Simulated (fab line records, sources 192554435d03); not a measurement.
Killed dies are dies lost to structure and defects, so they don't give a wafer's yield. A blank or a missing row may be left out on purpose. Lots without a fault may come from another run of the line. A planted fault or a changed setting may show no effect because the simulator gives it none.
fab line records | flow n5_finfet
record lots=6 wafers=18 last_day=18
route steps=1938 shown BEOL_M10@1515 PASSIVATION@1936
lots that met no fault: from a run of the same line without faults
start_h: hours from the record's first day to the start of the lot's first wafer shown | wait_h: hours since the lot's step before | " the same as in the row above | L1.1+2: a row that stands for several wafers | - no value, or no start given | * or withheld: withheld | < > ~ a bound
route shown NAME@n: a module of which the file shows steps, and the number in the route of the first | usual: mean/standard deviation of fault-free wafers | same: alike in all rows | chamber/n: place in a boat | sites: the reading at each site | _std_site: their standard deviation | _edge_site: outer sites' mean less inner sites' | radius_mm: how far each site lies from the wafer's centre | mask NAME#n: copy n | behind: the tool/chamber that last shaped the wafer | hold: why the lot was held/for how many hours/how that ended | device: the transistor (n, p or np) that didn't switch | end of line: the same wafers' tests at the end of the route | a step without rows: its recipe alone | killed: dies lost to structure and defects at the first sort, not the wafer's yield | map: a wafer's dies, x killed, . not, _ none there
set.NAME: the setting as run; set.NAME@STEP: as run at that earlier step | model.NAME: the simulator's own value behind a step, which no gauge read
lots at some steps of the route; a table a step, a row a wafer
services: from which hour (start_h, from the record's first day; less than 0 if before it) a tool's chamber was out of use, for how many hours, and why
## steps
# step N5_BEOL_M10_OCD_MEAS_38
# usual trench_depth_nm=148.8/2.2
# columns lot.wafer tool chamber start_h wait_h trench_depth_nm
L759.1 ocd-02 - 236.59 - 148.3
L759.3 " - " " 149.8
L759.5 " - " " 149.8
L767.2 ocd-01 - 289.00 - 148.0
L767.3 " - " " 150.9
L767.6 " - " " 150.7
L773.3 ocd-01 - 316.28 - 147.5
L773.4 " - " " 152.8
L773.5 " - " " 148.4
L778.1 ocd-02 - 353.94 - 149.3
L778.5 " - " " 149.0
L778.6 " - " " 152.0
L781.1 ocd-02 - 357.15 - 148.5
L781.3 " - " " 149.3
L781.6 " - " " 148.4
L780.1 ocd-01 - 363.10 - 150.1
L780.2 " - " " 144.1
L780.6 " - " " 150.8
# step N5_BEOL_M10_HM_STRIP_39
# recipe chemistry=peroxide_tin_strip material=TiN target_depth_a=250 temp_c=50 time_s=158
# step N5_BEOL_M10_SRD_40
# recipe time_s=30 temp_c=23 rinse_liquid=diw dry=ipa_marangoni
# step N5_BEOL_M10_PRECLEAN_42
# recipe chemistry=residue_remover time_s=60 temp_c=40
# step N5_BEOL_M10_SRD_43
# recipe time_s=30 temp_c=23 rinse_liquid=diw dry=ipa_marangoni
# step N5_BEOL_M10_CD_MEAS_35
# recipe target_cd_nm=70 polarity=opening
# usual cd_nm=69.8/0.66
# columns lot.wafer tool chamber start_h wait_h cd_nm
L759.1 cd_sem-02 - 236.75 0.0 70.1
L759.3 " - " " 71.1
L759.5 " - " " 70.8
L767.2 cd_sem-01 - 289.15 0.0 69.2
L767.3 " - " " 68.9
L767.6 " - " " 69.8
L773.3 cd_sem-02 - 316.43 0.0 70.2
L773.4 " - " " 70.6
L773.5 " - " " 70.1
L778.1 cd_sem-02 - 354.10 0.0 70.5
L778.5 " - " " 70.8
L778.6 " - " " 69.9
L781.1 cd_sem-02 - 357.30 0.0 69.8
L781.3 " - " " 69.3
L781.6 " - " " 69.5
L780.1 cd_sem-02 - 363.25 0.0 70.6
L780.2 " - " " 70.3
L780.6 " - " " 69.8
# step N5_BEOL_M10_CURE_72
# recipe temp_c=370 time_s=120 ambient=DMADMS/He material=SiCOH_lowk
# usual lamp_power_pct=52.31/0.062 wafer_temp_C_max=371.7/0.42
# columns lot.wafer tool chamber start_h wait_h lamp_power_pct wafer_temp_C_max
L759.1 uv_cure-03 0 236.79 0.0 52.41 371.6
L759.3 " 0 " " 52.37 372.0
L759.5 " 0 " " 52.32 371.9
L767.2 uv_cure-02 0 289.24 0.1 52.27 371.1
L767.3 " 0 " " 52.34 371.8
L767.6 " 0 " " 52.29 372.2
L773.3 uv_cure-01 0 316.58 0.1 52.27 372.3
L773.4 " 0 " " 52.24 371.8
L773.5 " 0 " " 52.40 372.4
L778.1 uv_cure-01 0 354.21 0.1 52.28 371.9
L778.5 " 0 " " 52.34 371.6
L778.6 " 0 " " 52.33 371.2
L781.1 uv_cure-02 1 357.48 0.2 52.21 371.5
L781.3 " 1 " " 52.12 371.8
L781.6 " 1 " " 52.31 371.5
L780.1 uv_cure-03 2 363.29 0.0 52.31 371.8
L780.2 " 2 " " 52.39 372.3
L780.6 " 2 " " 52.36 371.4
# step N5_BEOL_M10_DEGAS_44
# recipe ambient=vacuum temp_c=250 time_s=60
# usual heater_power_w=325/28
# columns lot.wafer tool chamber start_h wait_h heater_power_w
L759.1 pvd_sputter-01 - 237.99 1.1 346
L759.3 " - " " 347
L759.5 " - " " 347
L767.2 pvd_sputter-02 - 289.80 0.5 281
L767.3 " - " " 331
L767.6 " - " " 328
L773.3 pvd_sputter-03 - 317.08 0.5 304
L773.4 " - " " 263
L773.5 " - " " 305
L778.1 pvd_sputter-01 - 354.68 0.4 345
L778.5 " - " " 352
L778.6 " - " " 360
L781.1 pvd_sputter-01 - 357.94 0.4 342
L781.3 " - " " 333
L781.6 " - " " 349
L780.1 pvd_sputter-03 - 364.26 0.9 306
L780.2 " - " " 272
L780.6 " - " " 301
# step N5_BEOL_M10_PRE_CLEAN_45
# recipe gas=H2/He time_s=30 temp_c=250
# usual heater_power_w=325/29
# columns lot.wafer tool chamber start_h wait_h heater_power_w
L759.1 pvd_sputter-01 - 238.03 0.0 345
L759.3 " - " " 347
L759.5 " - " " 347
L767.2 pvd_sputter-02 - 289.84 0.0 270
L767.3 " - " " 337
L767.6 " - " " 331
L773.3 pvd_sputter-03 - 317.12 0.0 299
L773.4 " - " " 277
L773.5 " - " " 292
L778.1 pvd_sputter-01 - 354.72 0.0 352
L778.5 " - " " 349
L778.6 " - " " 362
L781.1 pvd_sputter-01 - 357.98 0.0 351
L781.3 " - " " 340
L781.6 " - " " 367
L780.1 pvd_sputter-03 - 364.30 0.0 297
L780.2 " - " " 275
L780.6 " - " " 313
# step N5_BEOL_M10_ALD_74
# recipe material=TaN target_thk_a=20 temp_c=275 ald_precursor_family=PDMAT ald_co_reactant=NH3 pressure_torr=3 carrier_flow_sccm=1500 pulse_time_s=2 purge_time_s=3 co_reactant_purge_time_s=2 co_reactant_pulse_time_s=3 ald_cycles=40 precursor_vessel_temp_c=75 precursor_vessel_pressure_torr=26.25 precursor_vessel_carrier_sccm=1000
# usual heater_power_w=415/47
# columns lot.wafer tool chamber start_h wait_h heater_power_w
L759.1 ald_metal-03 3 238.09 0.0 373
L759.3 " 2 " " 437
L759.5 " 0 " " 442
L767.2 ald_metal-02 3 289.91 0.0 333
L767.3 " 0 " " 461
L767.6 " 0 " " 453
L773.3 ald_metal-01 3 317.28 0.1 420
L773.4 " 0 " " 500
L773.5 " 1 " " 388
L778.1 ald_metal-03 0 354.86 0.1 454
L778.5 " 2 " " 432
L778.6 " 3 " " 376
L781.1 ald_metal-01 1 358.06 0.1 386
L781.3 " 2 " " 315
L781.6 " 3 " " 431
L780.1 ald_metal-03 2 364.36 0.0 436
L780.2 " 0 " " 464
L780.6 " 3 " " 372
# step N5_BEOL_M10_SURFACE_TREAT_76
# recipe gas=Ar time_s=* ion_energy_ev=* ion_current_ma_cm2=0.5 pressure_mtorr=* ar_flow_sccm=30
# usual throttle_valve_pct=*
# columns lot.wafer tool chamber start_h wait_h throttle_valve_pct
L759.1 pvd_sputter-03 - 238.42 0.2 *
L759.3 " - " " *
L759.5 " - " " *
L767.2 pvd_sputter-01 - 291.58 1.5 *
L767.3 " - " " *
L767.6 " - " " *
L773.3 pvd_sputter-03 - 319.46 2.0 *
L773.4 " - " " *
L773.5 " - " " *
L778.1 pvd_sputter-02 - 355.97 1.0 *
L778.5 " - " " *
L778.6 " - " " *
L781.1 pvd_sputter-02 - 358.43 0.2 *
L781.3 " - " " *
L781.6 " - " " *
L780.1 pvd_sputter-03 - 364.69 0.2 *
L780.2 " - " " *
L780.6 " - " " *
# step N5_BEOL_M10_CVD_75
# recipe material=Co target_thk_a=20 temp_c=withheld precursor=CCTBA/H2 pressure_torr=30 time_s=138.9
# step N5_BEOL_M10_SPUTTER_48
# recipe material=Cu target_thk_a=120 temp_c=-20 bias_v=60 power_w=26000 chamber_pressure_pa=0.13 time_s=2
# usual cathode_dc_power_W=26000/4.8 substrate_temp_c=-20.02/0.12 throttle_valve_pct=29.7/0.97
# columns lot.wafer tool chamber start_h wait_h cathode_dc_power_W substrate_temp_c throttle_valve_pct
L759.1 pvd_sputter-01 - 238.61 0.1 26010 -20.10 30.1
L759.3 " - " " 25993 -19.96 30.8
L759.5 " - " " 25994 -20.00 30.7
L767.2 pvd_sputter-03 - 291.87 0.2 25994 -19.98 29.2
L767.3 " - " " 26001 -19.79 29.2
L767.6 " - " " 26004 -19.91 29.3
L773.3 pvd_sputter-03 - 319.68 0.1 21421 -19.94 30.5
L773.4 " - " " 21419 -19.97 30.4
L773.5 " - " " 21427 -19.92 29.0
L778.1 pvd_sputter-03 - 356.57 0.2 21419 -20.07 29.2
L778.5 " - " " 21423 -20.10 30.3
L778.6 " - " " 21420 -20.16 30.4
L781.1 pvd_sputter-02 - 358.67 0.1 26001 -20.12 29.4
L781.3 " - " " 25996 -20.11 28.9
L781.6 " - " " 26000 -19.97 29.0
L780.1 pvd_sputter-02 - 364.91 0.1 26002 -19.89 29.4
L780.2 " - " " 25998 -20.04 29.4
L780.6 " - " " 25998 -19.82 28.1
# step N5_BEOL_M10_ECD_50
# recipe material=Cu target_thk_a=3180
# step N5_PASSIVATION_PROBE_49
# usual defect_limited_yield=91.2/1.3 killed_at_M0_to_M3=34/10 killed_at_M4_up=13/4.6 killed_at_contacts=13/5.5 killed_at_front_end=41/12 killed_at_other=2.8/2.4 killed_dies=104/16 killed_open=67/12 killed_short=33/7.2 sort_bin_5_function=5.1/0.86 sort_bin_6_memory=3.3/0.62 sort_n_pass=1076/16 sort_yield_pct=91.2/1.3
# same gross_dies=1180 killed_at_back_side=0 sort_bin_4_leakage[%]=0 sort_bin_8_speed[%]=0
# columns lot.wafer tool chamber start_h wait_h defect_limited_yield[%] killed_at_M0_to_M3 killed_at_M4_up killed_at_contacts killed_at_front_end killed_at_other killed_dies killed_open killed_short sort_bin_5_function[%] sort_bin_6_memory[%] sort_n_pass sort_yield_pct[%]
L759.1 prober-02 - 293.92 0.0 92.5 25 11 6 43 4 89 62 26 4.7 2.8 1091 92.5
L759.3 prober-02 - 294.02 0.1 91.4 32 11 12 41 5 101 66 34 4.2 4.2 1079 91.4
L759.5 prober-02 - 294.12 0.2 90.8 14 11 16 66 2 109 82 25 5.9 3.2 1071 90.8
L767.2 prober-02 - 338.66 0.1 91.1 29 17 4 52 3 105 67 31 4.7 3.3 1075 91.1
L773.3 prober-01 - 369.82 0.1 88.9 49 7 17 54 4 131 82 42 6.3 4.1 1049 88.9
L773.4 prober-01 - 369.87 0.2 90.9 25 5 12 61 4 107 57 42 4.9 3.6 1073 90.9
L773.5 prober-01 - 369.92 0.2 88.8 39 11 19 54 9 132 83 41 7.3 3.7 1048 88.8
L778.5 prober-01 - 407.50 0.2 92.0 20 13 18 42 1 94 65 24 5.0 2.6 1086 92.0
L778.6 prober-01 - 407.55 0.3 91.8 21 10 18 47 1 97 65 29 4.8 3.3 1083 91.8
L780.1 prober-02 - 419.84 0.0 91.2 22 13 15 53 1 104 65 36 4.6 3.6 1076 91.2
L780.2 prober-02 - 419.89 0.1 91.3 34 12 14 42 1 103 63 34 4.9 3.4 1077 91.3
L780.6 prober-02 - 420.09 0.3 91.6 29 11 6 53 0 99 64 30 5.6 2.7 1081 91.6
# killed by level:class
L759.1 FIN_SAQP:geometric_particle:open=22 BEOL_M0_SAQP:geometric_particle:open=9 FIN_SAQP:geometric_particle:short=7 MOL_CONTACT_COAG:geometric_particle:open=6 BEOL_M5:geometric_particle:open=6 BEOL_M1:geometric_particle:short=4 BEOL_M3:geometric_particle:open=4 BEOL_M2:geometric_particle:open=3
L759.3 MOL_CONTACT_COAG:geometric_particle:open=10 FIN_SAQP:geometric_particle:open=9 BEOL_M3:geometric_particle:open=7 FIN_SAQP:geometric_particle:short=6 BEOL_M0_SAQP:geometric_particle:open=6 BEOL_M2:geometric_particle:open=5 STARTING-WAFER:geometric_particle:open=4 STI_FIN_REVEAL:geometric_particle:open=4
L759.5 FIN_SAQP:geometric_particle:open=28 MOL_CONTACT_COAG:geometric_particle:open=15 FIN_SAQP:geometric_particle:short=11 BEOL_M4:geometric_particle:open=8 DUMMY_GATE:geometric_particle:open=7 GATE_CUT:geometric_particle:short=4 GATE_CUT:geometric_particle:open=4 STARTING-WAFER:geometric_particle:open=3
L767.2 FIN_SAQP:geometric_particle:open=8 FIN_SAQP:geometric_particle:short=8 BEOL_M0_SAQP:geometric_particle:open=8 BEOL_M1:geometric_particle:open=8 STI_FIN_REVEAL:geometric_particle:open=6 BEOL_M0_SAQP:geometric_particle:short=6 HKMG_FIN:area_etch=5 BEOL_M5:geometric_particle:open=4
L773.3 FIN_SAQP:geometric_particle:open=17 BEOL_M0_SAQP:geometric_particle:open=17 BEOL_M0_SAQP:geometric_particle:short=14 MOL_CONTACT_COAG:geometric_particle:open=13 STI_FIN_REVEAL:geometric_particle:open=8 DUMMY_GATE:geometric_particle:open=7 FIN_SAQP:geometric_particle:short=6 BEOL_M0:geometric_particle:open=6
L773.4 FIN_SAQP:geometric_particle:open=22 FIN_SAQP:geometric_particle:short=11 STI_FIN_REVEAL:geometric_particle:open=9 BEOL_M0_SAQP:geometric_particle:short=8 MOL_CONTACT_COAG:geometric_particle:open=7 BEOL_M2:geometric_particle:open=5 BEOL_M0_SAQP:geometric_particle:open=5 MOL_CONTACT_COAG:geometric_particle:short=5
L773.5 FIN_SAQP:geometric_particle:open=20 FIN_SAQP:geometric_particle:short=16 MOL_CONTACT_COAG:geometric_particle:open=15 BEOL_M0_SAQP:geometric_particle:open=11 BEOL_M2:geometric_particle:open=10 BEOL_M0_SAQP:geometric_particle:short=7 STI_FIN_REVEAL:geometric_particle:open=5 BEOL_M1:geometric_particle:open=4
L778.5 STI_FIN_REVEAL:geometric_particle:open=18 MOL_CONTACT_COAG:geometric_particle:open=16 FIN_SAQP:geometric_particle:short=8 BEOL_M4:geometric_particle:open=6 BEOL_M1:geometric_particle:open=5 DUMMY_GATE:geometric_particle:open=4 BEOL_M0:geometric_particle:open=4 DUMMY_GATE:geometric_particle:short=2
L778.6 STI_FIN_REVEAL:geometric_particle:open=19 MOL_CONTACT_COAG:geometric_particle:open=13 STI_FIN_REVEAL:geometric_particle:short=7 DUMMY_GATE:geometric_particle:open=7 MOL_CONTACT_COAG:geometric_particle:short=5 FIN_SAQP:geometric_particle:short=4 BEOL_M1:geometric_particle:open=4 BEOL_M2:geometric_particle:open=4
L780.1 FIN_SAQP:geometric_particle:short=14 FIN_SAQP:geometric_particle:open=13 MOL_CONTACT_COAG:geometric_particle:open=11 DUMMY_GATE:geometric_particle:open=7 STI_FIN_REVEAL:geometric_particle:open=6 BEOL_M3:geometric_particle:open=6 BEOL_M2:geometric_particle:open=5 STARTING-WAFER:geometric_particle:short=5
L780.2 MOL_CONTACT_COAG:geometric_particle:open=11 BEOL_M3:geometric_particle:open=8 FIN_SAQP:geometric_particle:open=7 FIN_SAQP:geometric_particle:short=6 STI_FIN_REVEAL:geometric_particle:open=6 GATE_CUT:geometric_particle:short=5 GATE_CUT:geometric_particle:open=4 BEOL_M0:geometric_particle:open=4
L780.6 FIN_SAQP:geometric_particle:open=19 FIN_SAQP:geometric_particle:short=11 BEOL_M1:geometric_particle:open=6 STI_FIN_REVEAL:geometric_particle:open=5 BEOL_M0_SAQP:geometric_particle:open=4 GATE_CUT:geometric_particle:open=4 GATE_CUT:geometric_particle:short=4 MOL_CONTACT_COAG:geometric_particle:open=4
## services
# columns tool chamber start_h hours kind
uv_cure-02 - 240.45 0.3 repair
ald_metal-02 0 242.32 4.1 repair
uv_cure-02 - 262.56 5.0 pm
uv_cure-03 - 289.73 2.1 pm
uv_cure-01 - 304.10 7.5 pm
uv_cure-02 - 322.80 7.5 pm
uv_cure-02 - 333.77 3.1 repair
ald_metal-01 - 337.25 14.0 pm
ald_metal-01 0 337.25 14.0 vent_cycle
ald_metal-01 1 337.25 14.0 vent_cycle
ald_metal-01 2 337.25 14.0 vent_cycle
ald_metal-01 3 337.25 14.0 vent_cycle
ald_metal-03 0 338.87 1.8 repair
uv_cure-03 - 349.66 7.5 pm
ald_metal-01 0 351.25 - clean
ald_metal-01 1 351.25 - clean
ald_metal-01 2 351.25 - clean
ald_metal-01 3 351.25 - clean
ald_metal-02 - 356.68 1.3 repair
ald_metal-03 1 360.15 27.9 repair
## key
first_sign step=N5_BEOL_M10_SPUTTER_48 reading=cathode_dc_power_W direction=down sigmas=99+ usual=* struck=*
effect none on later readings
met_at N5_BEOL_M10_SPUTTER_48
struck_wafers L773.3,L773.4,L773.5,L778.1,L778.5,L778.6
onset_between 291.87 319.68
fault kind=process_parameter_drift tool=pvd_sputter-03 chamber=- onset_h=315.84 steps=N5_BEOL_M10_SPUTTER_48 channel=power_w offset=* shape=step end_h=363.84 acts_in=* stated=*
